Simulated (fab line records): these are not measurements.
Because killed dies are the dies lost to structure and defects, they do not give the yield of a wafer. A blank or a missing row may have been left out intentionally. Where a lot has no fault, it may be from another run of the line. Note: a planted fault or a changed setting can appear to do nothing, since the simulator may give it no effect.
fab line records	flow n5-finfet
record: lots: 6	wafers: 18	last-day: 16
route steps=1938 shown MOL_CONTACT_COAG@612 BEOL_M4@1111 PASSIVATION@1936
lots untouched by any fault: they come from a run of this same line in which no faults occurred
start-h: start of the lot's first displayed wafer, in hours after the record's first day	wait-h: hours since the lot's step before	" the same as in the row above	L1.1+2: one row covering several wafers at once	- no value present, or no start provided	* or withheld: withheld	< > ~ a bound
route shown NAME@n: NAME is a module with steps in the file, n the number in the route of the first one	usual: mean/standard deviation taken from wafers without a fault	same: alike in all rows	chamber/n: place in a boat	sites: each site's reading	_std_site: the standard deviation of these	_edge_site: the outer-site mean with the inner-site mean subtracted	radius-mm: for every site, how far away it sits from the centre of the wafer	mask NAME#n: copy n	behind: the last tool/chamber to shape the wafer	hold: why the lot went on hold/how many hours it stayed there/how the hold came to an end	device: names the non-switching transistor (n, p or np)	end of line: tests run on the same wafers once the route is complete	a step without rows: its recipe alone	killed: count of dies lost to structure and defects at first sort (not the wafer's yield)	map: a wafer's dies, marking killed ones x, the rest . and places with no die _
set.NAME: the setting as run; set.NAME@STEP: as run at that earlier step	model.NAME: the simulator's own value behind a step, which no gauge read
certain route steps with their lots: each step a table, each wafer a row
services: a tool's chamber out of use, with start hour (start-h, from the record's first day; less than 0 if before it), hours out, and reason
== steps ==
step: N5_MOL_CONTACT_COAG_STRIP_69
recipe: chemistry: N2/H2	temp-c: 40	n2-flow-sccm: 200	h2-flow-sccm: 200	rf-frequency-hz: 6e+07
step: N5_MOL_CONTACT_COAG_ETCHBACK_136
recipe: chemistry: CHF3	target: SiO2	target-depth-a: 250	time-s: 16.7	ion-energy-ev: 200	pressure-mtorr: 30	source-w: 610	bias-w: 170	Ar_flow_sccm: 200	CHF3_flow_sccm: 50
usual: drypump-motor-current-A: 5.8/0.5	oes-product-au: 0.77/0.058	rf-vpp-V: 519/12	showerhead-plenum-p-Torr: 2.42/0.044	throttle-valve-pct: 18.82/0.23
lot.wafer	tool	chamber	start-h	wait-h	drypump-motor-current-A	oes-product-au	rf-hours-counter-h	rf-vpp-V	showerhead-plenum-p-Torr	throttle-valve-pct
L546.1	rie-diel-02	0	102.96	0.0	6.5	0.88	34	519	2.51	18.65
L546.2	"	1	"	"	6.3	0.71	203	517	2.37	18.57
L546.5	"	0	"	"	6.5	0.89	-	520	2.51	18.68
L550.2	rie-diel-02	2	138.54	0.0	5.1	0.72	179	512	2.39	19.22
L550.4	"	3	"	"	5.9	0.77	110	499	2.39	19.01
L550.6	"	0	"	"	6.5	0.88	-	518	2.51	18.67
L552.1	rie-diel-06	3	144.58	0.0	5.7	0.85	76	531	2.42	18.90
L552.3	"	2	"	"	5.5	0.79	102	508	2.40	18.63
L552.4	"	1	"	"	5.7	0.70	193	520	2.45	18.78
L553.4	rie-diel-06	1	148.49	0.0	5.7	0.70	194	519	2.45	18.78
L553.5	"	0	"	"	6.4	0.71	-	508	2.36	19.05
L553.6	"	3	"	"	5.7	0.84	-	530	2.42	18.89
L556.1	rie-diel-05	0	174.68	0.0	5.5	0.79	118	532	2.41	19.04
L556.3	"	3	"	"	5.5	0.81	90	516	2.49	18.43
L556.6	"	1	"	"	6.2	0.84	-	537	2.42	18.86
L567.1	rie-diel-05	1	231.84	0.0	6.2	0.81	104	538	2.41	18.91
L567.3	"	0	"	"	5.5	0.77	139	532	2.40	19.05
L567.6	"	2	"	"	4.9	0.72	-	535	2.45	18.48
step: N5_MOL_CONTACT_COAG_STRIP_120
recipe: chemistry: CHF3	resist: SiARC	rf-frequency-hz: 6e+07
step: N5_MOL_CONTACT_COAG_VIA_ETCH_117
recipe: chemistry: C4F6/O2	target-depth-a: 400	overetch-a: 80	mask-material: SOC	target: SiO2	bias-w: 455	pressure-mtorr: 10	time-s: 26	source-w: 325	Ar_flow_sccm: 300	C4F6_flow_sccm: 10	O2_flow_sccm: 10	ion-energy-ev: 575.3	ends: end-point
usual: drypump-motor-current-A: 5.8/0.5	oes-product-au: 0.69/0.048	rf-vpp-V: 1572/33	showerhead-plenum-p-Torr: 2.88/0.051	throttle-valve-pct: 41.3/0.58
lot.wafer	tool	chamber	start-h	wait-h	drypump-motor-current-A	oes-product-au	rf-hours-counter-h	rf-vpp-V	showerhead-plenum-p-Torr	throttle-valve-pct
L546.1	rie-diel-02	0	102.99	0.0	6.5	0.80	34	1574	2.99	40.7
L546.2	"	1	"	"	6.3	0.65	203	1571	2.82	41.1
L546.5	"	0	"	"	6.6	0.79	-	1574	2.99	40.7
L550.2	rie-diel-02	2	138.57	0.0	5.1	0.66	179	1555	2.85	42.0
L550.4	"	3	"	"	5.8	0.69	110	1516	2.86	41.0
L550.6	"	0	"	"	6.5	0.78	-	1574	2.98	40.7
L552.1	rie-diel-06	3	144.62	0.0	5.7	0.74	76	1608	2.90	41.8
L552.3	"	2	"	"	5.5	0.71	102	1544	2.87	41.0
L552.4	"	1	"	"	5.7	0.63	193	1572	2.92	40.9
L553.4	rie-diel-06	1	148.52	0.0	5.7	0.64	194	1572	2.92	40.9
L553.5	"	0	"	"	6.4	0.64	-	1541	2.82	42.1
L553.6	"	3	"	"	5.7	0.75	-	1608	2.90	41.8
L556.1	rie-diel-05	0	174.72	0.0	5.5	0.69	118	1610	2.87	41.4
L556.3	"	3	"	"	5.5	0.74	90	1567	2.97	40.8
L556.6	"	1	"	"	6.2	0.74	-	1619	2.88	42.0
L567.1	rie-diel-05	1	231.88	0.0	6.2	0.73	104	1619	2.87	42.0
L567.3	"	0	"	"	5.5	0.67	139	1609	2.86	41.4
L567.6	"	2	"	"	4.9	0.65	-	1616	2.92	40.3
step: N5_MOL_CONTACT_COAG_ETCH_124
recipe: chemistry: CH3F/O2	target: SiNx	target-depth-a: 65	mask-material: SOC	stop-on: SiOC	over-etch-frac: 0.3	ion-energy-ev: 120	pressure-mtorr: 30	source-w: 395	bias-w: 73	Ar_flow_sccm: 150	CH3F_flow_sccm: 30	O2_flow_sccm: 20	ends: end-point
usual: drypump-motor-current-A: 5.8/0.5	oes-product-au: 0.66/0.047	rf-vpp-V: 294/6.5	showerhead-plenum-p-Torr: 2.03/0.038	throttle-valve-pct: 16.41/0.22
lot.wafer	tool	chamber	start-h	wait-h	drypump-motor-current-A	oes-product-au	rf-hours-counter-h	rf-vpp-V	showerhead-plenum-p-Torr	throttle-valve-pct
L546.1	rie-diel-02	0	103.02	0.0	6.5	0.76	34	293	2.11	16.19
L546.2	"	1	"	"	6.3	0.62	203	295	1.98	16.18
L546.5	"	0	"	"	6.5	0.74	-	295	2.11	16.19
L550.2	rie-diel-02	2	138.60	0.0	5.1	0.63	179	290	2.01	16.81
L550.4	"	3	"	"	5.9	0.66	110	283	2.01	16.60
L550.6	"	0	"	"	6.5	0.74	-	295	2.11	16.23
L552.1	rie-diel-06	3	144.64	0.0	5.7	0.71	76	301	2.04	16.45
L552.3	"	2	"	"	5.5	0.68	102	287	2.02	16.23
L552.4	"	1	"	"	5.7	0.60	193	295	2.06	16.38
L553.4	rie-diel-06	1	148.55	0.0	5.7	0.61	194	294	2.06	16.40
L553.5	"	0	"	"	6.4	0.61	-	289	1.99	16.62
L553.6	"	3	"	"	5.7	0.71	-	300	2.04	16.47
L556.1	rie-diel-05	0	174.75	0.0	5.5	0.66	118	302	2.02	16.59
L556.3	"	3	"	"	5.4	0.69	90	295	2.10	16.06
L556.6	"	1	"	"	6.2	0.71	-	305	2.03	16.46
L567.1	rie-diel-05	1	231.90	0.0	6.2	0.70	104	305	2.03	16.47
L567.3	"	0	"	"	5.5	0.65	139	302	2.01	16.63
L567.6	"	2	"	"	4.9	0.62	-	304	2.06	16.10
step: N5_MOL_CONTACT_COAG_ETCH_48
recipe: chemistry: C4F6/O2	target-depth-a: 150	overetch-a: 45	mask-material: SOC	target: SiOC	bias-w: 465	pressure-mtorr: 10	time-s: 17	source-w: 335	Ar_flow_sccm: 300	C4F6_flow_sccm: 10	O2_flow_sccm: 10	ion-energy-ev: 576
usual: drypump-motor-current-A: 5.8/0.49	oes-product-au: 0.65/0.057	rf-vpp-V: 1574/33	showerhead-plenum-p-Torr: 2.88/0.051	throttle-valve-pct: 40.8/0.54
lot.wafer	tool	chamber	start-h	wait-h	drypump-motor-current-A	oes-product-au	rf-hours-counter-h	rf-vpp-V	showerhead-plenum-p-Torr	throttle-valve-pct
L546.1	rie-diel-02	0	103.06	0.0	6.5	0.81	34	1574	2.99	40.3
L546.2	"	1	"	"	6.3	0.61	203	1573	2.82	40.7
L546.5	"	0	"	"	6.5	0.82	-	1575	2.99	40.3
L550.2	rie-diel-02	2	138.64	0.0	5.1	0.62	179	1556	2.85	41.5
L550.4	"	3	"	"	5.9	0.68	110	1518	2.86	40.6
L550.6	"	0	"	"	6.6	0.75	-	1575	2.98	40.3
L552.1	rie-diel-06	3	144.68	0.0	5.7	0.70	76	1609	2.90	41.3
L552.3	"	2	"	"	5.5	0.73	102	1546	2.87	40.6
L552.4	"	1	"	"	5.7	0.60	193	1575	2.92	40.5
L553.4	rie-diel-06	1	148.59	0.0	5.7	0.58	194	1573	2.92	40.5
L553.5	"	0	"	"	6.4	0.64	-	1543	2.82	41.5
L553.6	"	3	"	"	5.7	0.75	-	1610	2.90	41.3
L556.1	rie-diel-05	0	174.79	0.0	5.5	0.65	118	1611	2.87	40.9
L556.3	"	3	"	"	5.5	0.71	90	1567	2.97	40.3
L556.6	"	1	"	"	6.2	0.70	-	1622	2.88	41.4
L567.1	rie-diel-05	1	231.94	0.0	6.2	0.66	104	1621	2.87	41.5
L567.3	"	0	"	"	5.5	0.60	139	1611	2.86	40.9
L567.6	"	2	"	"	4.9	0.61	-	1618	2.92	39.9
step: N5_MOL_CONTACT_COAG_STRIP_72
recipe: chemistry: N2/H2	power-w: 450	temp-c: 40	pressure-mtorr: 20	rf-frequency-hz: 6e+07	overash-fraction: 3	bias-power-w: 7	h2-frac: 0.5	n2-flow-sccm: 200	h2-flow-sccm: 200
step: N5_MOL_CONTACT_COAG_STRIP_49
recipe: chemistry: N2/H2	time-s: 30	power-w: 1000	temp-c: 250	pressure-mtorr: withheld	n2-flow-sccm: 1750	h2-flow-sccm: 3250
usual: drypump-motor-current-A: 5.3/0.34	heater-power-w: 301/11	n2-flow-sccm: 1750/5.2
lot.wafer	tool	chamber	start-h	wait-h	drypump-motor-current-A	heater-power-w	n2-flow-sccm	rf-hours-counter-h
L546.1	plasma-asher-02	1	103.19	-	5.8	312	1748	87
L546.2	"	0	"	"	5.8	322	1751	87
L546.5	"	1	"	"	5.9	301	1744	-
L550.2	plasma-asher-01	0	138.77	-	4.9	288	1756	53
L550.4	"	1	"	"	5.3	304	1750	-
L550.6	"	1	"	"	5.3	299	1756	-
L552.1	plasma-asher-01	1	144.82	-	5.3	305	1739	54
L552.3	"	1	"	"	5.3	299	1749	-
L552.4	"	0	"	"	4.9	286	1746	-
L553.4	plasma-asher-01	1	148.74	-	5.3	289	1753	-
L553.5	"	0	"	"	4.9	303	1752	-
L553.6	"	1	"	"	5.3	305	1740	-
L556.1	plasma-asher-01	1	174.95	-	5.3	303	1747	59
L556.3	"	1	"	"	5.3	306	1745	-
L556.6	"	1	"	"	5.3	297	1752	-
L567.1	plasma-asher-01	1	232.08	-	5.3	294	1748	71
L567.3	"	1	"	"	5.3	307	1744	-
L567.6	"	1	"	"	5.3	303	1753	-
step: N5_MOL_CONTACT_COAG_PRECLEAN_138
recipe: chemistry: alkaline-clean	temp-c: 60	time-s: 60	do-ppb: 50
step: N5_MOL_CONTACT_COAG_SRD_139
recipe: dry: ipa-marangoni	time-s: 30	temp-c: 23	rinse-liquid: diw
step: N5_MOL_CONTACT_COAG_CD_MEAS_101
recipe: target-cd-nm: 16
usual: cd-nm: 16.2/0.33
lot.wafer	tool	chamber	start-h	wait-h	cd-nm
L546.1	cd-sem-02	-	103.34	0.0	16.4
L546.2	"	-	"	"	15.8
L546.5	"	-	"	"	16.4
L550.2	cd-sem-02	-	138.92	0.0	16.0
L550.4	"	-	"	"	16.3
L550.6	"	-	"	"	16.4
L552.1	cd-sem-03	-	144.96	0.0	16.3
L552.3	"	-	"	"	16.1
L552.4	"	-	"	"	15.9
L553.4	cd-sem-01	-	148.87	0.0	15.9
L553.5	"	-	"	"	16.3
L553.6	"	-	"	"	16.2
L556.1	cd-sem-03	-	175.10	0.0	16.3
L556.3	"	-	"	"	15.1
L556.6	"	-	"	"	15.8
L567.1	cd-sem-01	-	232.23	0.0	16.6
L567.3	"	-	"	"	16.3
L567.6	"	-	"	"	16.4
step: N5_MOL_CONTACT_COAG_PRE_CLEAN_121
recipe: gas: H2/He	time-s: *	temp-c: withheld
step: N5_MOL_CONTACT_COAG_CVD_140
recipe: material: W	target-thk-a: 665	mode: selective-fill	temp-c: 300	time-s: 215
usual: heater-power-w: 484/30	run-length-s: 286.03/0.29
lot.wafer	tool	chamber	start-h	wait-h	heater-power-w	run-length-s	since-wet-clean-h
L546.1	cvd-w-01	1	103.47	0.1	505	286.06	272
L546.2	"	0	"	"	436	286.64	272
L546.5	"	0	"	"	454	286.34	-
L550.2	cvd-w-01	0	139.05	0.1	453	286.16	307
L550.4	"	0	"	"	440	286.23	-
L550.6	"	0	"	"	440	286.29	-
L552.1	cvd-w-02	1	145.10	0.1	499	285.51	827
L552.3	"	0	"	"	464	286.51	-
L552.4	"	1	"	"	523	285.87	-
L553.4	cvd-w-01	0	149.08	0.1	444	439.62	-
L553.5	"	1	"	"	511	439.52	-
L553.6	"	0	"	"	438	439.20	-
L556.1	cvd-w-01	1	175.23	0.1	505	439.03	343
L556.3	"	0	"	"	447	439.48	-
L556.6	"	1	"	"	525	439.03	-
L567.1	cvd-w-01	0	232.36	0.1	463	285.92	400
L567.3	"	0	"	"	442	285.93	-
L567.6	"	0	"	"	447	285.85	-
step: N5_MOL_CONTACT_COAG_PRECLEAN_127
recipe: chemistry: DIW	time-s: 57.5	temp-c: 23
step: N5_BEOL_M4_RC_MEAS_101
usual: DIBL_N: 35.9/1.6	DIBL_P: 35.6/2.1	IOFF_N: 0.149/0.029	IOFF_P: 0.20/0.033	ION_N: 671/11	ION_P: 460/7.3	SS_N: 71.4/0.62	SS_P: 73.2/0.65	VT_N: 251/3.1	VT_P: -251/3.4
lot.wafer	tool	chamber	start-h	wait-h	DIBL_N[mV/V]	DIBL_P[mV/V]	IOFF_N[nA/um]	IOFF_P[nA/um]	ION_N[uA/um]	ION_P[uA/um]	SS_N[mV/dec]	SS_P[mV/dec]	VT_N[mV]	VT_P[mV]
L546.1	prober-01	0	166.03	0.0	36.9	37.0	0.170	0.22	681	467	71.7	73.9	251	-248
L546.2	"	0	"	"	35.2	35.0	0.147	0.21	677	467	70.6	72.8	251	-248
L546.5	"	0	"	"	36.6	36.8	0.169	0.23	672	463	71.1	73.4	250	-249
L550.2	prober-02	0	199.87	0.2	32.4	30.0	0.096	0.14	664	464	70.0	71.4	256	-251
L550.4	"	0	"	"	37.6	35.8	0.164	0.21	673	468	72.2	72.9	249	-251
L550.6	"	0	"	"	34.1	31.9	0.115	0.17	673	464	70.5	72.5	254	-250
L552.1	prober-02	0	205.27	0.0	36.8	36.5	0.165	0.25	679	473	71.7	73.8	249	-248
L552.3	"	0	"	"	36.9	36.4	0.173	0.25	684	476	70.7	73.4	248	-247
L552.4	"	0	"	"	37.4	37.0	0.172	0.26	681	474	71.9	74.2	249	-247
L553.4	prober-01	0	209.50	0.5	38.4	40.8	0.194	0.27	684	474	72.3	74.1	249	-245
L553.5	"	0	"	"	37.5	40.9	0.187	0.27	691	475	71.2	74.5	246	-245
L553.6	"	0	"	"	37.2	39.6	0.186	0.25	692	475	71.2	74.3	248	-247
L556.1	prober-01	0	236.34	0.0	34.7	33.5	0.129	0.20	663	460	71.4	73.7	251	-249
L556.3	"	0	"	"	34.8	33.8	0.125	0.22	653	463	71.2	73.2	254	-249
L556.6	"	0	"	"	35.6	33.3	0.139	0.22	661	454	71.1	72.9	251	-246
L567.1	prober-02	0	300.46	0.0	39.6	38.6	0.223	0.27	694	476	72.4	74.5	242	-244
L567.3	"	0	"	"	37.8	37.6	0.195	0.25	690	467	71.7	73.5	247	-248
L567.6	"	0	"	"	37.5	37.1	0.180	0.24	675	464	71.8	73.3	246	-247
step: N5_PASSIVATION_PROBE_49
usual: defect-limited-yield: 90.9/1.5	killed_at_M0_to_M3: 36/9.9	killed_at_M4_up: 13/4.5	killed-at-contacts: 13/6.4	killed-at-front-end: 42/12	killed-at-other: 3.4/3	killed-dies: 107/18	killed-open: 69/13	killed-short: 35/8.2	sort_bin_5_function: 5.3/1.1	sort_bin_6_memory: 3.4/0.69	sort-n-pass: 1073/18	sort-yield-pct: 90.9/1.5
same: gross-dies: 1180	killed-at-back-side: 0	sort_bin_4_leakage[%]: 0	sort_bin_8_speed[%]: 0
lot.wafer	tool	chamber	start-h	wait-h	defect-limited-yield[%]	killed_at_M0_to_M3	killed_at_M4_up	killed-at-contacts	killed-at-front-end	killed-at-other	killed-dies	killed-open	killed-short	sort_bin_5_function[%]	sort_bin_6_memory[%]	sort-n-pass	sort-yield-pct[%]
L546.1	prober-01	-	258.60	0.0	88.4	60	17	5	54	1	137	78	58	8.1	3.5	1043	88.4
L546.2	prober-01	-	258.65	0.1	89.6	58	6	15	43	1	123	82	40	6.4	3.5	1057	89.6
L546.5	prober-01	-	258.80	0.2	91.4	46	6	13	34	2	101	61	40	5.3	3.1	1079	91.4
killed by level:class
L546.1 BEOL_M0_SAQP:geometric-particle:short=30 FIN_SAQP:geometric-particle:open=18 BEOL_M0_SAQP:geometric-particle:open=14 BEOL_M4:geometric-particle:open=13 FIN_SAQP:geometric-particle:short=10 STI_FIN_REVEAL:geometric-particle:open=7 BEOL_M1:geometric-particle:open=7 DUMMY_GATE:geometric-particle:open=5
L546.2 BEOL_M0_SAQP:geometric-particle:open=18 BEOL_M0_SAQP:geometric-particle:short=17 MOL_CONTACT_COAG:geometric-particle:open=14 BEOL_M2:geometric-particle:open=10 FIN_SAQP:geometric-particle:open=8 STI_FIN_REVEAL:geometric-particle:open=8 BEOL_M4:geometric-particle:open=5 FIN_SAQP:geometric-particle:short=4
L546.5 BEOL_M0_SAQP:geometric-particle:short=21 BEOL_M0_SAQP:geometric-particle:open=17 MOL_CONTACT_COAG:geometric-particle:open=12 DUMMY_GATE:geometric-particle:open=9 FIN_SAQP:geometric-particle:short=7 FIN_SAQP:geometric-particle:open=5 GATE_CUT:geometric-particle:short=4 BEOL_M1:geometric-particle:open=3
== services ==
tool	chamber	start-h	hours	kind
rie-diel-06	3	91.74	2.4	repair
plasma-asher-02	-	110.53	14.6	pm
cvd-w-01	-	137.73	0.8	repair
plasma-asher-02	-	144.66	1.6	repair
cvd-w-02	1	156.50	12.8	repair
rie-diel-02	-	156.72	16.8	repair
rie-diel-06	1	161.09	4.9	repair
rie-diel-05	2	164.28	5.6	repair
cvd-w-01	0	188.47	5.4	repair
plasma-asher-01	-	202.47	0.5	repair
cvd-w-02	1	210.55	1.6	repair
rie-diel-06	3	211.16	15.1	repair
plasma-asher-02	-	222.92	0.5	repair
rie-diel-02	2	226.34	13.2	repair
== key ==
first-sign: step: N5_MOL_CONTACT_COAG_CVD_140	reading: run-length-s	direction: up	sigmas: 99+	usual: *	struck: *
effect none on later readings
met-at N5_MOL_CONTACT_COAG_CVD_140
struck-wafers L553.4,L553.5,L553.6,L556.1,L556.3,L556.6
onset-between 139.05 149.08
fault: kind: process-parameter-drift	tool: cvd-w-01	chamber: -	onset-h: 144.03	steps: N5_MOL_CONTACT_COAG_CVD_140	channel: time-s	offset: *	shape: step	end-h: 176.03	acts-in: *	stated: *
